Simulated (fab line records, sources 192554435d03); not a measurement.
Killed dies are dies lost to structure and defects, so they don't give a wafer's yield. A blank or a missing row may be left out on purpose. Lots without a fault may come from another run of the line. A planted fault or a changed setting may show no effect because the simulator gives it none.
fab line records | flow n5_finfet
record lots=4 wafers=12 last_day=20
route steps=1938 shown BEOL_M4@1059 PASSIVATION@1936
lots that met no fault: from a run of the same line without faults
start_h: hours from the record's first day to the start of the lot's first wafer shown | wait_h: hours since the lot's step before | " the same as in the row above | L1.1+2: a row that stands for several wafers | - no value, or no start given | * or withheld: withheld | < > ~ a bound
route shown NAME@n: a module of which the file shows steps, and the number in the route of the first | usual: mean/standard deviation of fault-free wafers | same: alike in all rows | chamber/n: place in a boat | sites: the reading at each site | _std_site: their standard deviation | _edge_site: outer sites' mean less inner sites' | radius_mm: how far each site lies from the wafer's centre | mask NAME#n: copy n | behind: the tool/chamber that last shaped the wafer | hold: why the lot was held/for how many hours/how that ended | device: the transistor (n, p or np) that didn't switch | end of line: the same wafers' tests at the end of the route | a step without rows: its recipe alone | killed: dies lost to structure and defects at the first sort, not the wafer's yield | map: a wafer's dies, x killed, . not, _ none there
set.NAME: the setting as run; set.NAME@STEP: as run at that earlier step | model.NAME: the simulator's own value behind a step, which no gauge read
lots at some steps of the route; a table a step, a row a wafer
services: from which hour (start_h, from the record's first day; less than 0 if before it) a tool's chamber was out of use, for how many hours, and why
## steps
# step N5_BEOL_M4_DESCUM_33
# recipe chemistry=O2 time_s=7 source_power_w=50 bias_power_w=20 pressure_mtorr=20 rf_frequency_hz=2.712e+07 temp_c=40 resist=CAR-EUV o2_flow_sccm=225
# step N5_BEOL_M4_ETCH_77
# recipe chemistry=N2/H2 target=underlayer target_depth_a=65 mask_material=CAR-EUV time_s=5.2 ion_energy_ev=200 pressure_mtorr=30 source_w=840 bias_w=150 n2_flow_sccm=200 h2_flow_sccm=200 ends=cleared
# step N5_BEOL_M4_ETCH_69
# recipe chemistry=CF4 target=SiARC target_depth_a=156 mask_material=CAR-EUV time_s=26 ion_energy_ev=80 pressure_mtorr=40 source_w=545 bias_w=36 Ar_flow_sccm=100 cf4_flow_sccm=100 ends=cleared
# step N5_BEOL_M4_ALD_98
# recipe material=SiO2 target_thk_a=25 temp_c=100 ald_precursor_family=BDEAS ald_co_reactant=O2-plasma pulse_time_s=1 co_reactant_pulse_time_s=1 purge_time_s=2 co_reactant_purge_time_s=2 ald_cycles=17 pressure_torr=2
# step N5_BEOL_M4_ETCHBACK_99
# recipe chemistry=CHF3 target=SiO2 target_depth_a=50 time_s=10.4 source_w=215 bias_w=47 Ar_flow_sccm=200 CHF3_flow_sccm=12 ion_energy_ev=100 pressure_mtorr=30
# step N5_BEOL_M4_ETCH_70
# recipe chemistry=N2/H2 target=SOC target_depth_a=800 overetch_a=240 mask_material=SiARC temp_c=40 time_s=130 ion_energy_ev=200 pressure_mtorr=30 source_w=840 bias_w=150 n2_flow_sccm=200 h2_flow_sccm=200
# step N5_BEOL_M4_STRIP_71
# recipe chemistry=N2/H2 temp_c=40 n2_flow_sccm=200 h2_flow_sccm=200 rf_frequency_hz=6e+07
# step N5_BEOL_M4_STRIP_78
# recipe chemistry=N2/H2 temp_c=40 n2_flow_sccm=200 h2_flow_sccm=200 rf_frequency_hz=6e+07
# step N5_BEOL_M4_VIA_ETCH_34
# recipe chemistry=C4F6/O2 target_depth_a=694 mask_material=SOC pressure_mtorr=15 ion_energy_ev=250 taper_deg=4 time_s=65.9 source_w=350 bias_w=170 Ar_flow_sccm=300 C4F6_flow_sccm=10 O2_flow_sccm=10
# step N5_BEOL_M4_STRIP_83
# recipe chemistry=C4F6/O2 resist=SiARC rf_frequency_hz=6e+07
# step N5_BEOL_M4_STRIP_36
# recipe chemistry=N2/H2 power_w=450 temp_c=40 pressure_mtorr=20 rf_frequency_hz=6e+07 overash_fraction=0.3 bias_power_w=7 h2_frac=0.5 n2_flow_sccm=200 h2_flow_sccm=200
# step N5_BEOL_M4_TRENCH_ETCH_37
# recipe chemistry=C4F6/O2 target_depth_a=555.55 target=SiOC time_s=29.2 ion_energy_ev=250 pressure_mtorr=30 source_w=355 bias_w=185 Ar_flow_sccm=300 C4F6_flow_sccm=10 O2_flow_sccm=10
# usual drypump_motor_current_A=5.7/0.43 oes_product_au=0.77/0.098 rf_vpp_V=668/5.6 run_length_s=52.5/0.48 showerhead_plenum_p_Torr=2.86/0.051 throttle_valve_pct=20.85/0.2
# columns lot.wafer tool chamber start_h wait_h drypump_motor_current_A oes_product_au rf_hours_counter_h rf_vpp_V run_length_s showerhead_plenum_p_Torr throttle_valve_pct model.BEOL_M4.feature_depth_nm model.etch.depth_nm
L822.2 rie_diel-02 2 264.84 - 4.9 0.70 201 673 52.3 2.83 21.17 54.8 54.89
L822.5 " 0 " " 6.2 0.81 - 673 52.6 2.86 20.81 55.4 55.42
L822.6 " 2 " " 4.9 0.71 - 673 52.3 2.83 21.16 54.8 54.76
L838.3 rie_diel-04 1 343.23 - 5.4 0.92 11 672 53.2 2.91 20.51 55.2 55.27
L838.4 " 3 " " 5.3 0.92 20 655 52.2 2.91 20.76 56.4 56.49
L838.5 " 0 " " 6.0 0.89 - 665 52.2 2.79 20.46 57 56.98
L837.2 rie_diel-02 2 353.58 - 4.9 0.69 233 672 50.4 2.81 21.21 52 52.01
L837.4 " 0 " " 6.2 0.77 129 672 52.8 2.85 20.84 54.8 54.84
L837.5 " 0 " " 6.2 0.77 - 670 52.3 2.85 20.83 54.6 54.52
L836.2 rie_diel-02 2 359.81 - 4.8 0.68 234 673 50.2 2.81 21.21 51.6 51.69
L836.3 " 3 " " 5.8 0.89 33 666 51.6 2.89 20.69 56.2 56.22
L836.5 " 1 " " 5.7 0.68 - 673 53.1 2.82 21.12 55 55
# step N5_BEOL_M4_ETCH_41
# recipe chemistry=CH3F/O2 target=SiCN target_depth_a=299 taper_deg=2 time_s=52.5 ion_energy_ev=120 mask_material=TiN pressure_mtorr=30 source_w=395 bias_w=75 Ar_flow_sccm=150 CH3F_flow_sccm=30 O2_flow_sccm=20
# step N5_BEOL_M4_STRIP_97
# recipe chemistry=N2/H2 time_s=10 power_w=450 temp_c=40 pressure_mtorr=20 rf_frequency_hz=6e+07 bias_power_w=7 n2_flow_sccm=200 h2_flow_sccm=200
# step N5_BEOL_M4_OCD_MEAS_38
# usual trench_depth_nm=55.5/0.77
# columns lot.wafer tool chamber start_h wait_h trench_depth_nm
L822.2 ocd-01 - 265.00 - 55.0
L822.5 " - " " 55.1
L822.6 " - " " 55.0
L838.3 ocd-02 - 343.39 - 55.8
L838.4 " - " " 56.1
L838.5 " - " " 57.0
L837.2 ocd-02 - 353.73 - 52.3
L837.4 " - " " 54.5
L837.5 " - " " 54.6
L836.2 ocd-01 - 359.96 - 51.9
L836.3 " - " " 56.0
L836.5 " - " " 55.5
# step N5_BEOL_M4_HM_STRIP_39
# recipe chemistry=peroxide_tin_strip material=TiN target_depth_a=250 temp_c=50 time_s=158
# step N5_BEOL_M4_SRD_40
# recipe time_s=30 temp_c=23 rinse_liquid=diw dry=ipa_marangoni
# step N5_BEOL_M4_PRECLEAN_42
# recipe chemistry=residue_remover time_s=60 temp_c=40
# step N5_BEOL_M4_SRD_43
# recipe time_s=30 temp_c=23 rinse_liquid=diw dry=ipa_marangoni
# step N5_BEOL_M4_DEGAS_44
# recipe ambient=vacuum temp_c=250 time_s=60
# step N5_BEOL_M4_PRE_CLEAN_45
# recipe gas=H2/He time_s=30 temp_c=250
# step N5_BEOL_M4_ALD_84
# recipe material=TaN target_thk_a=* temp_c=275 ald_precursor_family=PDMAT ald_co_reactant=NH3 pressure_torr=3 carrier_flow_sccm=1500 pulse_time_s=2 purge_time_s=3 co_reactant_purge_time_s=2 co_reactant_pulse_time_s=3 ald_cycles=30 precursor_vessel_temp_c=75 precursor_vessel_pressure_torr=26.25 precursor_vessel_carrier_sccm=1000
# step N5_BEOL_M4_SURFACE_TREAT_85
# recipe gas=Ar time_s=* ion_energy_ev=* ion_current_ma_cm2=0.5 pressure_mtorr=* ar_flow_sccm=30
# step N5_BEOL_M4_CVD_47
# recipe material=Co target_thk_a=30 temp_c=withheld precursor=CCTBA/H2 pressure_torr=30 time_s=223.8
# step N5_BEOL_M4_SPUTTER_48
# recipe material=Cu target_thk_a=45 temp_c=-20 chamber_pressure_pa=0.07 power_w=withheld time_s=8.29
# step N5_BEOL_M4_ANNEAL_49
# recipe temp_c=400 time_s=240 ambient=vacuum
# step N5_BEOL_M4_SPUTTER_79
# recipe material=Cu target_thk_a=45 temp_c=-20 chamber_pressure_pa=0.07 power_w=withheld time_s=8.29
# step N5_BEOL_M4_ANNEAL_80
# recipe temp_c=400 time_s=240 ambient=vacuum
# step N5_BEOL_M4_SPUTTER_81
# recipe material=Cu target_thk_a=45 temp_c=-20 chamber_pressure_pa=0.07 power_w=withheld time_s=8.29
# step N5_BEOL_M4_ANNEAL_82
# recipe temp_c=400 time_s=240 ambient=vacuum
# step N5_BEOL_M4_SPUTTER_86
# recipe material=Cu target_thk_a=45 temp_c=-20 chamber_pressure_pa=0.07 power_w=withheld time_s=8.29
# step N5_BEOL_M4_ANNEAL_87
# recipe temp_c=400 time_s=240 ambient=vacuum
# step N5_BEOL_M4_SPUTTER_88
# recipe material=Cu target_thk_a=45 temp_c=-20 chamber_pressure_pa=0.07 power_w=withheld time_s=8.29
# step N5_BEOL_M4_ANNEAL_89
# recipe temp_c=400 time_s=240 ambient=vacuum
# step N5_BEOL_M4_SPUTTER_90
# recipe material=Cu target_thk_a=45 temp_c=-20 chamber_pressure_pa=0.07 power_w=withheld time_s=8.29
# step N5_BEOL_M4_ANNEAL_91
# recipe temp_c=400 time_s=240 ambient=vacuum
# step N5_BEOL_M4_SPUTTER_92
# recipe material=Cu target_thk_a=45 temp_c=-20 chamber_pressure_pa=0.07 power_w=withheld time_s=8.29
# step N5_BEOL_M4_ANNEAL_93
# recipe temp_c=400 time_s=240 ambient=vacuum
# step N5_BEOL_M4_SPUTTER_94
# recipe material=Cu target_thk_a=45 temp_c=-20 chamber_pressure_pa=0.07 power_w=withheld time_s=8.29
# step N5_BEOL_M4_ANNEAL_95
# recipe temp_c=400 time_s=240 ambient=vacuum
# step N5_BEOL_M4_CMP_52
# recipe stop_on=SiOC t_overpolish_s=6.8 down_force_psi=1 platen_rpm=50 clearing_platen_down_force_psi=1.5 clearing_platen_rpm=50 post_cmp_clean=cu_alkaline target_thk_nm=40 clearing_platen_pad_velocity_m_s=0.99484 pad_velocity_m_s=0.99484
# usual barrier_field_endpoint_s=24.6/0.64 motor_current_A=6.3/0.76 overpolish_run_s=6.800/0.0088 slurry_flow_ml_min=150.0/0.52 time_to_endpoint_s=61.8/2.6
# columns lot.wafer tool chamber start_h wait_h barrier_field_endpoint_s motor_current_A overpolish_run_s slurry_flow_ml_min time_to_endpoint_s model.Cu_of_BEOL_M4_ECD_50.thk_nm
L822.2 cmp-04 2 268.57 0.3 24.9 5.8 6.811 150.7 62.4 39.2
L822.6 " 0 " " 24.9 6.2 6.815 150.0 63.4 40.2
L822.5 " 1 " " 24.9 6.4 6.797 149.8 58.1 39.4
L838.4 cmp-03 3 347.05 0.1 24.7 7.0 6.803 150.7 62.5 41.4
L838.3 " 1 " " 24.0 6.4 6.810 150.3 62.2 39.4
L838.5 " 3 " " 24.0 6.9 6.798 149.8 61.0 40.6
L837.4 cmp-02 1 357.93 0.2 25.4 5.2 6.816 150.4 65.8 39
L837.2 " 2 " " 24.8 7.3 6.817 150.5 62.4 35.6
L837.5 " 1 " " 24.7 4.8 6.781 151.2 62.4 39.2
L836.2 cmp-02 2 372.98 0.2 23.9 6.9 6.794 150.2 62.3 35.6
L836.3 " 1 " " 24.6 5.1 6.818 149.2 59.7 42.2
L836.5 " 2 " " 24.0 6.8 6.821 150.1 58.4 40.2
# step N5_BEOL_M4_THK_MEAS_53
# recipe thk_meas_gauge=xrf reads=Cu_of_BEOL_M4_ECD_50
# usual M4_THK=40.4/1.3
# columns lot.wafer tool chamber start_h wait_h M4_THK[nm]
L822.2 film_metro-01 - 268.79 - 40.1
L822.5 " - " " 40.0
L822.6 " - " " 41.0
L838.3 film_metro-02 - 347.34 - 39.3
L838.4 " - " " 41.2
L838.5 " - " " 40.2
L837.2 film_metro-02 - 358.19 - 35.5
L837.4 " - " " 38.9
L837.5 " - " " 39.2
L836.2 film_metro-01 - 373.28 - 35.9
L836.3 " - " " 42.5
L836.5 " - " " 40.5
# step N5_BEOL_M4_RS_MEAS_58
# recipe thk_meas_gauge=four-point-probe reads=Co_of_BEOL_M4_CO_CAP_55+Cu_of_BEOL_M4_ECD_50+Co_of_BEOL_M4_CVD_47+TaN_of_BEOL_M4_ALD_84
# usual M4_RS=0.671/0.029
# columns lot.wafer tool chamber start_h wait_h M4_RS[ohm/sq]
L822.2 film_metro-01 - 269.05 0.1 0.686
L822.5 " - " " 0.683
L822.6 " - " " 0.664
L838.3 film_metro-01 - 347.66 0.1 0.681
L838.4 " - " " 0.640
L838.5 " - " " 0.657
L837.2 film_metro-01 - 358.45 0.1 0.779
L837.4 " - " " 0.691
L837.5 " - " " 0.688
L836.2 film_metro-01 - 373.54 0.1 0.778
L836.3 " - " " 0.625
L836.5 " - " " 0.668
# step N5_BEOL_M4_RC_MEAS_101
# usual DIBL_N=36.0/1.3 DIBL_P=36.2/1.7 IOFF_N=0.155/0.024 IOFF_P=0.21/0.034 ION_N=674/9 ION_P=463/7.1 SS_N=71.4/0.5 SS_P=73.4/0.57 VT_N=250.0/2.8 VT_P=-251/3.2
# columns lot.wafer tool chamber start_h wait_h DIBL_N[mV/V] DIBL_P[mV/V] IOFF_N[nA/um] IOFF_P[nA/um] ION_N[uA/um] ION_P[uA/um] SS_N[mV/dec] SS_P[mV/dec] VT_N[mV] VT_P[mV]
L822.2 prober-01 0 269.26 0.2 35.8 36.6 0.137 0.18 663 459 71.5 73.2 253.7 -253
L822.5 " 0 " " 37.9 39.0 0.175 0.20 676 464 71.0 73.4 251.0 -252
L822.6 " 0 " " 36.9 37.7 0.148 0.19 669 461 72.1 73.9 251.3 -252
L838.3 prober-01 0 348.02 0.3 35.3 35.0 0.135 0.21 675 470 70.8 72.2 251.2 -252
L838.4 " 0 " " 35.2 34.5 0.135 0.20 677 464 70.9 72.2 252.7 -250
L838.5 " 0 " " 34.9 35.5 0.131 0.20 667 467 70.8 72.6 253.3 -247
L837.2 prober-01 0 358.65 0.2 34.1 33.9 0.122 0.16 663 453 71.8 72.9 256.2 -257
L837.4 " 0 " " 35.1 35.0 0.140 0.17 657 447 71.4 72.9 251.9 -254
L837.5 " 0 " " 34.3 34.7 0.136 0.17 669 459 71.5 73.0 253.0 -255
L836.2 prober-01 0 373.75 0.2 35.0 33.2 0.117 0.17 657 455 70.7 73.1 254.5 -254
L836.3 " 0 " " 36.8 35.5 0.142 0.20 664 456 70.9 73.6 249.7 -253
L836.5 " 0 " " 35.8 34.0 0.124 0.17 664 457 70.8 73.4 255.6 -253
# step N5_PASSIVATION_PROBE_49
# usual defect_limited_yield=90.8/1.7 killed_at_M0_to_M3=37/12 killed_at_M4_up=15/5.6 killed_at_contacts=13/6.9 killed_at_front_end=40/11 killed_at_other=4/3.2 killed_dies=109/20 killed_open=73/15 killed_short=35/8.3 sort_bin_5_function=5.4/1.1 sort_bin_6_memory=3.5/0.73 sort_n_pass=1071/20 sort_yield_pct=90.8/1.7
# same gross_dies=1180 killed_at_back_side=0 sort_bin_4_leakage[%]=0 sort_bin_8_speed[%]=0
# columns lot.wafer tool chamber start_h wait_h defect_limited_yield[%] killed_at_M0_to_M3 killed_at_M4_up killed_at_contacts killed_at_front_end killed_at_other killed_dies killed_open killed_short sort_bin_5_function[%] sort_bin_6_memory[%] sort_n_pass sort_yield_pct[%]
L822.2 prober-01 - 377.47 0.1 84.2 64 17 20 70 15 186 107 78 9.1 5.9 994 84.2
L822.5 prober-01 - 377.62 0.2 88.6 29 14 26 51 14 134 93 40 6.9 4.2 1046 88.6
L822.6 prober-01 - 377.67 0.3 89.8 26 14 28 44 8 120 77 43 5.5 4.3 1060 89.8
L837.2 prober-02 - 464.60 0.1 90.0 51 21 8 35 3 118 84 33 5.9 3.7 1062 90.0
L837.4 prober-02 - 464.70 0.2 94.3 15 6 10 31 5 67 50 17 3.9 1.5 1113 94.3
L837.5 prober-02 - 464.75 0.2 91.4 50 14 6 26 5 101 72 28 5.4 2.8 1079 91.4
L836.2 prober-02 - 482.37 0.1 89.7 50 12 16 42 2 122 84 38 5.7 4.6 1058 89.7
L836.3 prober-02 - 482.42 0.1 91.7 45 14 19 19 1 98 70 28 5.6 2.5 1082 91.7
L836.5 prober-02 - 482.52 0.2 90.3 61 10 7 37 0 115 72 43 5.9 3.7 1065 90.3
# killed by level:class
L822.2 BEOL_M0_SAQP:geometric_particle:short=24 BEOL_M0_SAQP:geometric_particle:open=21 MOL_CONTACT_COAG:geometric_particle:open=18 FIN_SAQP:geometric_particle:short=16 STI_FIN_REVEAL:geometric_particle:open=16 FIN_SAQP:geometric_particle:open=7 BEOL_M4:geometric_particle:open=7 DUMMY_GATE:geometric_particle:open=7
L822.5 MOL_CONTACT_COAG:geometric_particle:open=21 FIN_SAQP:geometric_particle:open=12 STI_FIN_REVEAL:geometric_particle:open=11 FIN_SAQP:geometric_particle:short=9 BEOL_M0_SAQP:geometric_particle:open=9 BEOL_M0_SAQP:geometric_particle:short=8 MOL_CONTACT_COAG:geometric_particle:short=5 BEOL_M5:geometric_particle:open=5
L822.6 MOL_CONTACT_COAG:geometric_particle:open=23 STI_FIN_REVEAL:geometric_particle:open=13 FIN_SAQP:geometric_particle:open=8 BEOL_M0_SAQP:geometric_particle:short=8 FIN_SAQP:geometric_particle:short=7 MOL_CONTACT_COAG:geometric_particle:short=5 BEOL_M2:geometric_particle:open=5 DUMMY_GATE:geometric_particle:open=4
L837.2 BEOL_M0_SAQP:geometric_particle:open=14 BEOL_M3:geometric_particle:open=13 BEOL_M4:geometric_particle:open=10 FIN_SAQP:geometric_particle:short=9 MOL_CONTACT_COAG:geometric_particle:open=8 BEOL_M1:geometric_particle:open=7 BEOL_M0_SAQP:geometric_particle:short=7 FIN_SAQP:geometric_particle:open=6
L837.4 MOL_CONTACT_COAG:geometric_particle:open=10 FIN_SAQP:geometric_particle:short=7 FIN_SAQP:geometric_particle:open=6 DUMMY_GATE:geometric_particle:open=6 BEOL_M0_SAQP:geometric_particle:open=6 BEOL_M1:geometric_particle:open=4 BEOL_M2:geometric_particle:open=3 ILD0:geometric_particle:open=2
L837.5 BEOL_M1:geometric_particle:open=11 BEOL_M3:geometric_particle:open=11 FIN_SAQP:geometric_particle:short=7 ILD0:geometric_particle:open=7 BEOL_M0_SAQP:geometric_particle:open=7 BEOL_M2:geometric_particle:open=7 MOL_CONTACT_COAG:geometric_particle:open=6 BEOL_M0_SAQP:geometric_particle:short=5
L836.2 MOL_CONTACT_COAG:geometric_particle:open=13 BEOL_M0_SAQP:geometric_particle:open=13 BEOL_M2:geometric_particle:open=12 FIN_SAQP:geometric_particle:open=11 BEOL_M4:geometric_particle:open=7 FIN_SAQP:geometric_particle:short=6 BEOL_M0_SAQP:geometric_particle:short=6 GATE_CUT:geometric_particle:short=5
L836.3 MOL_CONTACT_COAG:geometric_particle:open=15 BEOL_M2:geometric_particle:open=15 BEOL_M0_SAQP:geometric_particle:open=7 BEOL_M0_SAQP:geometric_particle:short=5 BEOL_M0:geometric_particle:open=5 BEOL_M3:geometric_particle:open=5 ILD0:geometric_particle:open=4 MOL_CONTACT_COAG:geometric_particle:short=4
L836.5 BEOL_M0_SAQP:geometric_particle:short=20 BEOL_M0_SAQP:geometric_particle:open=14 STI_FIN_REVEAL:geometric_particle:open=9 BEOL_M1:geometric_particle:open=8 BEOL_M2:geometric_particle:open=8 FIN_SAQP:geometric_particle:open=7 MOL_CONTACT_COAG:geometric_particle:open=6 DUMMY_GATE:geometric_particle:open=5
## services
# columns tool chamber start_h hours kind
rie_diel-04 0 244.50 - clean
rie_diel-04 0 244.50 - consumable_replace:focus_ring
rie_diel-04 0 244.50 19.1 scheduled_down
rie_diel-04 0 244.50 19.1 vent_cycle
cmp-03 - 246.85 3.4 repair
cmp-04 - 247.41 4.0 pm
cmp-04 - 251.41 - consumable_replace:conditioner
cmp-04 - 251.41 - consumable_replace:pad
cmp-03 - 262.37 2.5 repair
rie_diel-04 2 263.68 2.8 repair
rie_diel-04 3 271.32 - clean
rie_diel-04 3 271.32 - consumable_replace:focus_ring
rie_diel-04 3 271.32 13.8 scheduled_down
rie_diel-04 - 278.67 4.3 pm
rie_diel-02 2 303.28 3.9 repair
cmp-03 - 312.21 3.3 pm
cmp-03 - 318.05 1.8 repair
cmp-02 - 319.57 0.9 repair
cmp-04 - 331.17 1.9 repair
cmp-02 - 343.07 2.4 repair
cmp-02 - 349.95 2.2 repair
cmp-03 - 362.08 1.0 repair
rie_diel-02 2 364.20 19.8 repair
cmp-03 - 368.47 1.3 repair
## key
first_sign step=N5_BEOL_M4_TRENCH_ETCH_37 reading=run_length_s direction=down sigmas=4.6 usual=* struck=*
effect step=N5_BEOL_M4_OCD_MEAS_38 reading=trench_depth_nm direction=down sigmas=4.5 usual=55.5 struck=52.1
effect step=N5_BEOL_M4_THK_MEAS_53 reading=M4_THK direction=down sigmas=3.7 usual=40.4 struck=35.7
effect step=N5_BEOL_M4_RS_MEAS_58 reading=M4_RS direction=up sigmas=3.7 usual=0.671 struck=0.778
model_effect step=N5_BEOL_M4_TRENCH_ETCH_37 value=BEOL_M4.feature_depth_nm without=55.1 struck=51.8
model_effect step=N5_BEOL_M4_CMP_52 value=Cu_of_BEOL_M4_ECD_50.thk_nm without=38.8 struck=35.6
met_at N5_BEOL_M4_TRENCH_ETCH_37
struck_wafers L836.2,L837.2
onset_between 264.84 353.58
fault kind=process_parameter_drift tool=rie_diel-02 chamber=- onset_h=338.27 steps=N5_BEOL_M4_TRENCH_ETCH_37 channel=time_s offset=* shape=step end_h=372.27 scope=struck_wafers_only acts_in=* stated=*
